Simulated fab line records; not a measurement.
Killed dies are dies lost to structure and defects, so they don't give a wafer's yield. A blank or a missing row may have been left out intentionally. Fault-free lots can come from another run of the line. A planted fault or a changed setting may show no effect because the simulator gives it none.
Which of the tools did it? ; flow n5-finfet ; Sampling: 24 lots, 72 wafers, 6 of 1938 route steps

== WHAT EACH GAUGE READ, for each wafer ==
N5_BEOL_M13_OCD_MEAS_35. Usual: trench-depth-nm reads 414 nm (standard deviation 7.9).
lot;measured;on;trench-depth-nm (nm);flag
L074;day 10 10:47;ocd-01;408 419 422;
L075;day 10 21:11;ocd-01;411 425 417;
L077;day 11 04:07;ocd-01;410 423 415;
L078;day 11 11:17;ocd-01;414 404 407;
L076;day 11 11:31;ocd-02;408 407 416;
L080;day 11 19:07;ocd-01;428 415 424;
L079;day 12 02:33;ocd-02;402 407 408;
L082;day 12 19:24;ocd-01;409 412 422;
L081;day 12 19:31;ocd-02;410 400 410;
L083;day 13 01:32;ocd-01;398 410 397;
L084;day 13 03:15;ocd-01;403 413 403;
L086;day 13 09:30;ocd-02;414 399 404;
L085;day 13 12:06;ocd-01;426 413 419;
L087;day 13 23:34;ocd-01;411 413 412;
L089;day 14 02:53;ocd-01;415 423 427;
L088;day 14 15:28;ocd-02;417 429 418;
L091;day 14 23:02;ocd-02;411 426 412;
L090;day 15 01:05;ocd-01;429 427 414;
L092;day 15 12:02;ocd-01;415 416 421;
L094;day 15 18:34;ocd-01;420 409 414;
L093;day 15 19:01;ocd-02;423 397 401;
L095;day 16 10:48;ocd-01;404 421 414;
L097;day 16 11:05;ocd-01;402 413 406;
L096;day 16 15:41;ocd-01;415 404 419;

N5_BEOL_M14_CD_MEAS_10: the cd target is 250 nm. Usual: cd-nm reads 248.8 nm (standard deviation 2.6).
lot;measured;on;cd-nm (nm);flag
L074;day 10 14:22;cd-sem-01;251.5 251.5 253.4;
L075;day 11 01:26;cd-sem-01;245.4 248.0 248.3;
L077;day 11 06:28;cd-sem-01;247.8 250.5 249.5;
L078;day 11 18:20;cd-sem-01;250.9 248.7 250.2;
L076;day 11 18:57;cd-sem-02;253.4 253.5 252.0;
L080;day 12 00:04;cd-sem-01;249.6 249.0 250.1;
L079;day 12 07:15;cd-sem-01;246.1 245.8 247.4;
L082;day 12 22:20;cd-sem-01;248.3 247.1 246.0;
L081;day 12 23:19;cd-sem-03;244.3 244.9 246.7;
L083;day 13 06:43;cd-sem-01;247.1 243.7 247.1;
L084;day 13 07:03;cd-sem-03;249.5 246.0 249.7;
L086;day 13 13:37;cd-sem-02;253.2 253.4 253.9;
L085;day 13 17:01;cd-sem-01;246.9 245.6 247.6;
L087;day 14 06:40;cd-sem-03;251.0 247.5 248.8;
L089;day 14 05:35;cd-sem-03;250.0 249.0 251.6;
L088;day 14 17:53;cd-sem-01;249.7 247.0 249.3;
L091;day 15 01:31;cd-sem-01;242.5 246.4 246.0;
L090;day 15 04:13;cd-sem-01;247.5 248.5 248.6;
L092;day 15 16:05;cd-sem-03;247.5 248.4 248.3;
L094;day 15 22:29;cd-sem-02;249.1 247.6 249.6;
L093;day 16 00:41;cd-sem-03;247.1 246.8 244.9;
L095;day 16 13:23;cd-sem-03;248.2 249.6 247.4;
L097;day 16 22:05;cd-sem-03;250.9 251.3 251.9;
L096;day 16 18:54;cd-sem-03;251.8 252.1 252.7;

N5_BEOL_M14_CD_MEAS_28: the cd target is 284.4 nm. Usual: cd-nm reads 285.2 nm (standard deviation 2.1).
lot;measured;on;cd-nm (nm);flag
L074;day 10 15:14;cd-sem-01;285.7 285.6 283.6;
L075;day 11 02:24;cd-sem-02;286.8 285.9 285.6;
L077;day 11 07:19;cd-sem-02;280.7 287.1 289.7;
L078;day 11 19:17;cd-sem-02;285.6 285.8 285.9;
L076;day 11 19:48;cd-sem-01;288.1 282.9 284.3;
L080;day 12 00:58;cd-sem-01;280.5 284.7 280.7;
L079;day 12 08:14;cd-sem-02;285.8 284.5 284.4;
L082;day 12 23:22;cd-sem-01;287.1 283.7 283.4;
L081;day 13 00:22;cd-sem-02;283.6 280.4 285.3;
L083;day 13 07:41;cd-sem-03;284.2 283.7 285.7;
L084;day 13 07:55;cd-sem-02;291.2 285.5 283.2;
L086;day 13 14:29;cd-sem-03;283.2 288.1 290.9;
L085;day 13 18:00;cd-sem-03;284.9 285.9 289.7;
L087;day 14 07:37;cd-sem-03;285.7 284.2 285.1;
L089;day 14 06:33;cd-sem-01;282.8 287.2 284.0;
L088;day 14 18:51;cd-sem-01;283.2 283.9 287.4;
L091;day 15 02:31;cd-sem-03;290.3 284.5 287.5;
L090;day 15 05:11;cd-sem-01;285.4 284.5 286.2;
L092;day 15 17:04;cd-sem-03;284.7 289.6 286.8;
L094;day 15 23:22;cd-sem-01;284.5 284.9 286.0;
L093;day 16 01:32;cd-sem-01;284.8 284.3 283.9;
L095;day 16 14:22;cd-sem-01;285.5 283.7 286.1;
L097;day 16 22:56;cd-sem-03;286.6 288.7 283.6;
L096;day 16 19:46;cd-sem-01;285.2 287.6 283.5;

== EACH LOT AND THE TOOL THAT RAN IT (in order: tool; ch and the chambers of the sampled wafers; start) ==
lot;N5_BEOL_M13_ETCH_38;N5_BEOL_M13_SPUTTER_45;N5_BEOL_M14_ETCH_59
L074;rie-diel-03 ch 0,1,3, day 10 11:34;pvd-sputter-03, day 10 12:32;rie-diel-04 ch 1,3, day 10 14:31
L075;rie-diel-03 ch 1,2,3, day 10 23:04;pvd-sputter-02, day 10 23:52;rie-diel-05 ch 1,2,3, day 11 01:33
L077;rie-diel-02 ch 0,1, day 11 04:14;pvd-sputter-03, day 11 04:55;rie-diel-04 ch 1,3, day 11 06:36
L078;rie-diel-03 ch 0,1,2, day 11 15:29;pvd-sputter-02, day 11 16:29;rie-diel-05 ch 0,2, day 11 18:34
L076;rie-diel-06 ch 1,2, day 11 15:35;pvd-sputter-01, day 11 17:10;rie-diel-04 ch 1,2, day 11 19:04
L080;rie-diel-06 ch 1,2, day 11 21:23;pvd-sputter-01, day 11 22:17;rie-diel-01 ch 0,2, day 12 00:11
L079;rie-diel-03 ch 0,1,2, day 12 02:57;pvd-sputter-02, day 12 05:14;rie-diel-04 ch 2,3, day 12 07:23
L082;rie-diel-03 ch 0,2, day 12 19:31;pvd-sputter-03, day 12 20:46;rie-diel-04 ch 0,3, day 12 22:29
L081;rie-diel-06 ch 0,1,2, day 12 20:40;pvd-sputter-01, day 12 21:27;rie-diel-01 ch 1,2,3, day 12 23:38
L083;rie-diel-02 ch 1,2,3, day 13 04:35;pvd-sputter-03, day 13 05:02;rie-diel-05 ch 0,3, day 13 06:50
L084;rie-diel-02 ch 0,3, day 13 04:43;pvd-sputter-01, day 13 05:29;rie-diel-04 ch 0,2, day 13 07:11
L086;rie-diel-02 ch 0,3, day 13 10:56;pvd-sputter-02, day 13 11:38;rie-diel-05 ch 0,1,3, day 13 13:45
L085;rie-diel-03 ch 0,1,2, day 13 14:25;pvd-sputter-01, day 13 15:28;rie-diel-01 ch 0,2,3, day 13 17:09
L087;rie-diel-06 ch 0,1,2, day 14 04:17;pvd-sputter-03, day 14 05:04;rie-diel-05 ch 1,3, day 14 06:53
L089;rie-diel-03 ch 1,2,3, day 14 03:22;pvd-sputter-02, day 14 04:01;rie-diel-05 ch 0,3, day 14 05:42
L088;rie-diel-02 ch 0,1,3, day 14 15:45;pvd-sputter-01, day 14 16:11;rie-diel-01 ch 0,2, day 14 18:00
L091;rie-diel-06 ch 0,1,2, day 14 23:09;pvd-sputter-01, day 14 23:52;rie-diel-05 ch 0,1, day 15 01:47
L090;rie-diel-03 ch 0,2,3, day 15 01:51;pvd-sputter-02, day 15 02:37;rie-diel-01 ch 0,1, day 15 04:20
L092;rie-diel-02 ch 1,2, day 15 13:35;pvd-sputter-03, day 15 14:30;rie-diel-01 ch 0,2, day 15 16:13
L094;rie-diel-02 ch 0,1, day 15 19:35;pvd-sputter-02, day 15 20:56;rie-diel-04 ch 0,1, day 15 22:38
L093;rie-diel-02 ch 0,2,3, day 15 21:34;pvd-sputter-03, day 15 22:10;rie-diel-01 ch 0,1,2, day 16 00:49
L095;rie-diel-06 ch 0,1,2, day 16 11:04;pvd-sputter-01, day 16 11:42;rie-diel-05 ch 0,1,2, day 16 13:30
L097;rie-diel-02 ch 1,2,3, day 16 19:45;pvd-sputter-02, day 16 20:23;rie-diel-05 ch 0,1,2, day 16 22:12
L096;rie-diel-03 ch 0,2,3, day 16 16:27;pvd-sputter-02, day 16 17:13;rie-diel-05 ch 0,1,2, day 16 19:02
- N5_BEOL_M13_ETCH_38: etches SiCN in CF4/N2, target depth 67.5 nm, time 71.9 s.
- N5_BEOL_M13_SPUTTER_45: material Cu, target thk 80 nm, time 13.33 s.
- N5_BEOL_M14_ETCH_59: etches BARC in N2/H2, target depth 89 nm, overetch 26.7 nm, time 67.9 s.

== AS READ BY THE TOOLS THEMSELVES (means over the sampled wafers that have a number; for cases with no such wafer, the mark the record gives instead) ==
N5_BEOL_M13_ETCH_38. Usual: drypump-motor-current-A 5.91 A, standard deviation 0.27; mfc-ar-sccm 100.02 sccm, standard deviation 0.28; oes-product-au 0.77 a.u., standard deviation 0.076; rf-vpp-V 382.2 V, standard deviation 1.6; showerhead-plenum-p-Torr 2.20 Torr, standard deviation 0.057; throttle-valve-pct 15.42 %, standard deviation 0.24.
lot;tool;drypump-motor-current-A (A);mfc-ar-sccm (sccm);oes-product-au (a.u.);rf-vpp-V (V);showerhead-plenum-p-Torr (Torr);throttle-valve-pct (%);flag
L074;rie-diel-03;5.69;99.96;0.72;381.3;2.18;15.60;
L075;rie-diel-03;5.78;100.08;0.73;382.6;2.22;15.59;
L077;rie-diel-02;5.80;99.96;0.82;384.1;2.27;15.23;
L078;rie-diel-03;5.75;100.23;0.74;381.5;2.17;15.64;
L076;rie-diel-06;6.17;99.95;0.75;382.9;2.18;15.36;
L080;rie-diel-06;6.18;100.07;0.75;381.4;2.18;15.38;
L079;rie-diel-03;5.73;100.19;0.74;380.9;2.17;15.65;
L082;rie-diel-03;5.83;99.84;0.77;381.1;2.15;15.58;
L081;rie-diel-06;6.12;99.80;0.74;383.4;2.22;15.41;
L083;rie-diel-02;6.02;100.04;0.78;382.8;2.22;15.27;
L084;rie-diel-02;5.91;99.97;0.86;380.8;2.17;15.24;
L086;rie-diel-02;5.93;100.13;0.85;382.1;2.16;15.24;
L085;rie-diel-03;5.75;100.16;0.73;382.3;2.17;15.68;
L087;rie-diel-06;6.11;100.32;0.73;382.1;2.21;15.43;
L089;rie-diel-03;5.80;99.88;0.79;382.4;2.22;15.45;
L088;rie-diel-02;5.86;100.21;0.82;381.9;2.21;15.28;
L091;rie-diel-06;6.12;99.89;0.73;382.4;2.21;15.44;
L090;rie-diel-03;5.88;100.11;0.80;381.2;2.19;15.37;
L092;rie-diel-02;5.98;100.01;0.76;383.5;2.27;15.31;
L094;rie-diel-02;5.82;100.03;0.80;382.9;2.26;15.30;
L093;rie-diel-02;5.87;100.20;0.79;381.3;2.16;15.32;
L095;rie-diel-06;6.11;100.15;0.83;381.6;2.21;15.29;
L097;rie-diel-02;6.03;99.71;0.78;382.4;2.21;15.33;
L096;rie-diel-03;5.88;100.20;0.79;382.4;2.19;15.41;

N5_BEOL_M13_SPUTTER_45. Usual: throttle-valve-pct reads 30.1 % (standard deviation 0.92).
lot;tool;throttle-valve-pct (%);flag
L074;pvd-sputter-03;29.9;
L075;pvd-sputter-02;30.3;
L077;pvd-sputter-03;29.9;
L078;pvd-sputter-02;30.9;
L076;pvd-sputter-01;29.0;
L080;pvd-sputter-01;30.3;
L079;pvd-sputter-02;30.6;
L082;pvd-sputter-03;29.4;
L081;pvd-sputter-01;29.7;
L083;pvd-sputter-03;29.9;
L084;pvd-sputter-01;30.7;
L086;pvd-sputter-02;30.4;
L085;pvd-sputter-01;30.6;
L087;pvd-sputter-03;29.5;
L089;pvd-sputter-02;30.5;
L088;pvd-sputter-01;29.1;
L091;pvd-sputter-01;29.9;
L090;pvd-sputter-02;30.2;
L092;pvd-sputter-03;29.3;
L094;pvd-sputter-02;30.8;
L093;pvd-sputter-03;29.2;
L095;pvd-sputter-01;30.5;
L097;pvd-sputter-02;30.1;
L096;pvd-sputter-02;30.0;

N5_BEOL_M14_ETCH_59. Usual: drypump-motor-current-A 5.4 A, standard deviation 0.58; oes-product-au 0.69 a.u., standard deviation 0.074; rf-vpp-V 522.7 V, standard deviation 2.6; showerhead-plenum-p-Torr 2.51 Torr, standard deviation 0.082; throttle-valve-pct 17.80 %, standard deviation 0.24.
lot;tool;drypump-motor-current-A (A);oes-product-au (a.u.);rf-vpp-V (V);showerhead-plenum-p-Torr (Torr);throttle-valve-pct (%);flag
L074;rie-diel-04;5.1;0.65;526.3;2.63;18.01;
L075;rie-diel-05;5.5;0.64;522.4;2.47;17.83;
L077;rie-diel-04;5.1;0.71;527.8;2.67;17.87;
L078;rie-diel-05;5.7;0.73;522.9;2.52;17.50;
L076;rie-diel-04;5.3;0.65;522.7;2.52;17.81;
L080;rie-diel-01;5.4;0.76;522.0;2.47;17.62;
L079;rie-diel-04;5.1;0.59;521.5;2.49;17.96;
L082;rie-diel-04;5.1;0.65;524.8;2.56;18.12;
L081;rie-diel-01;5.3;0.71;523.1;2.53;17.76;
L083;rie-diel-05;5.3;0.64;520.8;2.44;17.87;
L084;rie-diel-04;5.4;0.71;521.7;2.47;17.96;
L086;rie-diel-05;5.8;0.65;521.1;2.45;17.92;
L085;rie-diel-01;5.4;0.75;521.6;2.48;17.61;
L087;rie-diel-05;5.4;0.60;519.9;2.41;18.07;
L089;rie-diel-05;5.3;0.64;521.3;2.43;17.88;
L088;rie-diel-01;5.8;0.74;521.6;2.48;17.71;
L091;rie-diel-05;6.1;0.68;521.7;2.47;17.79;
L090;rie-diel-01;4.8;0.81;524.5;2.55;17.60;
L092;rie-diel-01;5.8;0.73;521.8;2.47;17.72;
L094;rie-diel-04;5.5;0.73;524.0;2.55;17.98;
L093;rie-diel-01;5.3;0.74;522.9;2.51;17.66;
L095;rie-diel-05;5.8;0.65;521.7;2.48;17.75;
L097;rie-diel-05;5.8;0.65;521.6;2.48;17.76;
L096;rie-diel-05;5.9;0.66;521.2;2.48;17.75;

== THE ANSWER, worked out from the rows above alone ==
Rule: take the mean of a lot's wafers that have a number; if it is more than 3 standard deviations from the usual mean, the lot is off. A lot without any number at a reading at which 4 lots or more have one is off too. All remaining lots with rows at the step are treated as sound. The gauges are gone through in route order, then the tools' own readings, and for those a lot's mean is taken as printed above. At the first step where some lot is off, the reading lying furthest off is the one used; lots without a number count as furthest.
No lot is off at any reading shown: from this, nothing can be told.

== WHAT THE SIMULATOR HAD INSERTED ==
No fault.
